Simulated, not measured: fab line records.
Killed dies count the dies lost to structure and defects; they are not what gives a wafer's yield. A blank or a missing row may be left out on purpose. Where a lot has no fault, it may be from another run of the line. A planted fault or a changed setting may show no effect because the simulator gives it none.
Chamber matching	flow n5Finfet	N5_BEOL_M7_ALD_77 on aldMetal-02 has 4 sister chambers
The step deposits TaN, target thk 2 nm, pulse time 2 s, purge time 3 s. 8 wafers are shown with their chamber, then 10 later ones without.

== WAFERS PAIRED WITH THEIR CHAMBERS ==
wafer	chamber	heaterPowerW (W)
L075.4	1	430
L092.2	2	401
L092.4	3	463
L086.2	1	438
L086.3	0	441
L086.6	2	411
L088.3	0	440
L088.5	3	454

== WAFERS WITH NO CHAMBER GIVEN ==
wafer	heaterPowerW (W)
L088.6	428
L089.2	439
L089.4	413
L089.5	431
L093.3	435
L093.5	467
L093.6	412
L079.1	427
L079.2	437
L079.6	464

== WHICH CHAMBER EACH WENT THROUGH ==
wafer	from the rows above	in truth
L088.6	can't be placed: 1 or 0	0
L089.2	can't be placed: 0 or 1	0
L089.4	2	2
L089.5	can't be placed: 1 or 0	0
L093.3	can't be placed: 1 or 0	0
L093.5	3	3
L093.6	2	2
L079.1	can't be placed: 1 or 0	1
L079.2	can't be placed: 1 or 0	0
L079.6	3	3
Correctly placed: 4 of 10. Cannot be placed on the basis of these rows: 6; the candidates contain the true chamber in 6. Placed wrongly: 0.
How it was worked out, from the rows above alone: a wafer's distance from a chamber is the root of the sum, over the readings, of the square of ((its reading less the chamber's mean) divided by the reading's scatter). The wafer belongs to the nearest chamber; if the next one is less than 2 further off, it can't be placed. Each chamber's mean is taken over the wafers shown for it. The scatter: take each reading less its chamber's mean, square it, sum over the shown wafers, divide by the number of wafers less the number of chambers, and take the root.
